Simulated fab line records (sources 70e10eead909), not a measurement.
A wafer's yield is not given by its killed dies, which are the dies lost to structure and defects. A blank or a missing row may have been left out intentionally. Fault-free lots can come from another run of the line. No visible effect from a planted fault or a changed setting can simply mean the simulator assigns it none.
Which tool did it?    flow nandHarc    Sampling: 12 lots, 34 wafers, 5 of 1302 route steps

## WHAT THE GAUGES READ, wafer by wafer
NHARC_P_M2_INSPECT_27. Usual: rawDefectCount reads 311 (standard deviation 110).
lot   measured      on                rawDefectCount  flag
L236  day 6 11:31   defectInspect-01  304 397 460     
L237  day 7 02:14   defectInspect-01  280 285 298     
L239  day 7 20:02   defectInspect-02  433 360 381     
L240  day 7 23:02   defectInspect-02  403 343 435     
L244  day 9 23:45   defectInspect-02  526 388 413     
L245  day 10 02:51  defectInspect-01  253 426 199     
L247  day 11 03:08  defectInspect-01  248 312 390     
L250  day 12 15:40  defectInspect-01  219 231 467     
L252  day 13 10:46  defectInspect-01  402 375         
L254  day 14 10:23  defectInspect-01  447 360         
L258  day 15 15:41  defectInspect-02  221 223 253     
L259  day 16 03:20  defectInspect-01  480 400 518     

NHARC_P_BONDPAD_THK_MEAS_20: measures by xrf. Usual: thkNm reads 160.7 nm (standard deviation 1.5).
lot   measured      on            thkNm (nm)         flag
L236  day 6 15:54   filmMetro-01  158.1 160.0 157.3  
L237  day 7 06:53   filmMetro-01  161.0 162.2 161.0  
L239  day 8 00:14   filmMetro-02  161.6 161.8 162.9  
L240  day 8 03:28   filmMetro-02  159.7 160.9 160.8  
L244  day 10 04:24  filmMetro-02  158.2 160.1 159.9  
L245  day 10 07:36  filmMetro-01  159.0 161.0 163.2  
L247  day 11 07:29  filmMetro-02  162.6 165.0 160.5  
L250  day 12 20:03  filmMetro-02  160.3 161.4 160.8  
L252  day 13 15:17  filmMetro-02  159.7 159.6        
L254  day 14 14:59  filmMetro-01  159.1 158.5        
L258  day 15 20:01  filmMetro-02  159.6 161.6 159.3  
L259  day 16 07:51  filmMetro-02  158.5 159.9 160.3  

NHARC_END_SORT_01. Usual: defectLimitedYield 91 % (standard deviation 3); killedAtArray 55 (standard deviation 20); killedAtOther 1.2 (standard deviation 1.3); killedAtPeriphery 4.0 (standard deviation 3); killedDies 60 (standard deviation 21); killedOpen 3.2 (standard deviation 1.9); killedShort 2.5 (standard deviation 1.6).
lot   measured      on         defectLimitedYield (%)  killedAtArray  killedAtOther  killedAtPeriphery  killedDies  killedOpen  killedShort  flag
L236  day 24 14:13  prober-02  90 89 89                58 60 63       2 2 2          9 10 11            69 72 76    4 3 5       3 0 0        
L239  day 25 12:42  prober-02  95 96 96                22 23 19       0 0 0          11 4 5             33 27 24    5 7 4       1 5 1        

## EACH LOT AND THE TOOL THAT RAN IT (in order: tool; ch and the chambers of the sampled wafers; start)
lot   NHARC_P_BONDPAD_ETCH_12                       NHARC_P_BONDPAD_ETCH_24
L236  rieDiel-12 ch 0,1,3, day 6 14:07 or earlier   rieDiel-01 ch 2,3, day 6 14:07
L237  rieDiel-12 ch 0,2,3, day 7 04:46 or earlier   rieDiel-10 ch 0,1,3, day 7 04:46
L239  rieDiel-12 ch 0,3, day 7 22:26 or earlier     rieDiel-01 ch 1,3, day 7 22:26
L240  rieDiel-10 ch 1,2,3, day 8 01:40 or earlier   rieDiel-01 ch 1,2,3, day 8 01:40
L244  rieDiel-01 ch 2,3, day 10 02:21 or earlier    rieDiel-12 ch 1,2, day 10 02:21
L245  rieDiel-10 ch 0,1,2, day 10 05:34 or earlier  rieDiel-12 ch 0,1,3, day 10 05:34
L247  rieDiel-12 ch 1,3, day 11 05:40 or earlier    rieDiel-01 ch 0,2,3, day 11 05:40
L250  rieDiel-01 ch 2,3, day 12 18:15 or earlier    rieDiel-01 ch 2,3, day 12 18:15
L252  rieDiel-12 ch 1,2, day 13 13:30 or earlier    rieDiel-01 ch 1, day 13 13:30
L254  rieDiel-12 ch 0,1, day 14 13:11 or earlier    rieDiel-01 ch 0, day 14 13:11
L258  rieDiel-01 ch 1,3, day 15 18:13 or earlier    rieDiel-12 ch 0,1,3, day 15 18:13
L259  rieDiel-01 ch 0,1,2, day 16 06:03 or earlier  rieDiel-10 ch 0,1, day 16 06:03
- NHARC_P_BONDPAD_ETCH_12: etches the open film in CHF3/O2, target depth 200 nm, time 100 s.
- NHARC_P_BONDPAD_ETCH_24: etches the open film in CF4/N2, target depth 30 nm, time 72.99 s.

## WHAT THE TOOLS THEMSELVES READ (means of the sampled wafers that have a number; where no wafer has one, the mark that the record gives instead)
NHARC_P_BONDPAD_ETCH_12. Usual: chf3FlowSccm 49.98 sccm (standard deviation 0.14); drypumpMotorCurrentA 5.7 A (standard deviation 0.39); oesProductAu 0.944 a.u. (standard deviation 0.024); rfVppV 371.9 V (standard deviation 2.3); runLengthS 121.4 s (standard deviation 0.57); showerheadPlenumPTorr 2.46 Torr (standard deviation 0.099); throttleValvePct 20.573 % (standard deviation 0.0093).
lot   tool        chf3FlowSccm (sccm)  drypumpMotorCurrentA (A)  oesProductAu (a.u.)  rfVppV (V)  runLengthS (s)  showerheadPlenumPTorr (Torr)  throttleValvePct (%)  flag
L236  rieDiel-12  49.88                5.7                       0.925                373.0       120.9           2.49                          20.579                
L237  rieDiel-12  49.92                6.0                       0.927                373.4       121.3           2.53                          20.576                
L239  rieDiel-12  49.93                5.7                       0.923                372.2       121.0           2.49                          20.567                
L240  rieDiel-10  49.98                5.7                       0.928                371.8       121.7           2.48                          20.575                
L244  rieDiel-01  50.07                5.6                       0.970                371.6       121.9           2.46                          20.578                
L245  rieDiel-10  50.05                5.6                       0.981                371.3       121.6           2.44                          20.579                
L247  rieDiel-12  49.92                5.7                       0.962                371.8       120.9           2.45                          20.572                
L250  rieDiel-01  49.74                5.4                       0.967                369.3       121.7           2.35                          20.568                
L252  rieDiel-12  50.02                6.2                       0.939                372.4       121.8           2.50                          20.572                
L254  rieDiel-12  50.00                5.6                       0.968                373.1       120.7           2.52                          20.563                
L258  rieDiel-01  50.13                5.2                       0.930                368.4       121.2           2.29                          20.559                
L259  rieDiel-01  49.98                5.8                       0.949                371.4       121.5           2.44                          20.576                

NHARC_P_BONDPAD_ETCH_24. Usual: drypumpMotorCurrentA 5.7 A, standard deviation 0.37; oesProductAu 0.999 a.u., standard deviation 0.012; rfVppV 314.9 V, standard deviation 2.2; runLengthS 94.3 s, standard deviation 0.52; showerheadPlenumPTorr 2.67 Torr, standard deviation 0.11; throttleValvePct 19.795 %, standard deviation 0.0085.
lot   tool        drypumpMotorCurrentA (A)  oesProductAu (a.u.)  rfVppV (V)  runLengthS (s)  showerheadPlenumPTorr (Torr)  throttleValvePct (%)  flag
L236  rieDiel-01  5.4                       0.991                313.3       94.7            2.57                          19.799                
L237  rieDiel-10  5.7                       1.013                314.6       94.5            2.64                          19.797                
L239  rieDiel-01  5.2                       1.009                311.2       94.5            2.50                          19.796                
L240  rieDiel-01  5.5                       0.992                314.1       94.9            2.61                          19.792                
L244  rieDiel-12  6.3                       1.001                316.2       94.7            2.76                          19.789                
L245  rieDiel-12  5.7                       0.999                315.7       94.0            2.72                          19.796                
L247  rieDiel-01  5.6                       1.003                314.5       94.7            2.63                          19.796                
L250  rieDiel-01  5.6                       0.987                314.3       95.2            2.69                          19.796                
L252  rieDiel-01  5.5                       0.995                313.8       98.4            2.58                          19.799                OFF
L254  rieDiel-01  5.9                       0.997                314.5       98.8            2.63                          19.803                OFF
L258  rieDiel-12  5.7                       1.007                315.0       94.0            2.72                          19.807                
L259  rieDiel-10  5.6                       0.991                314.3       94.6            2.60                          19.793                

## THE ANSWER, worked out from the rows above alone
Rule: a lot counts as off when the mean over its wafers that have a number is more than 3 standard deviations away from the usual mean. Also off: a lot with no number at a reading for which 4 or more lots have one. The other lots that the step has rows for count as sound. Order of review: gauges by route order, followed by the tools' own readings, for which a lot's mean as printed above is used. At the first step where some lot is off, the reading lying furthest off is the one used; lots without a number count as furthest.
Off: L252, L254 (NHARC_P_BONDPAD_ETCH_24, runLengthS).
A tool fits if, at that step or a process step before it, it ran every lot that is off, and no sound lot after the first of them. NHARC_P_BONDPAD_ETCH_12 gives no start for some lots, so the hours and the order of its lots are those of NHARC_P_BONDPAD_ETCH_24. This does not decide it: 2 tools fit, namely rieDiel-12 at NHARC_P_BONDPAD_ETCH_12 and rieDiel-01 at NHARC_P_BONDPAD_ETCH_24.

## WHAT THE SIMULATOR PUT IN
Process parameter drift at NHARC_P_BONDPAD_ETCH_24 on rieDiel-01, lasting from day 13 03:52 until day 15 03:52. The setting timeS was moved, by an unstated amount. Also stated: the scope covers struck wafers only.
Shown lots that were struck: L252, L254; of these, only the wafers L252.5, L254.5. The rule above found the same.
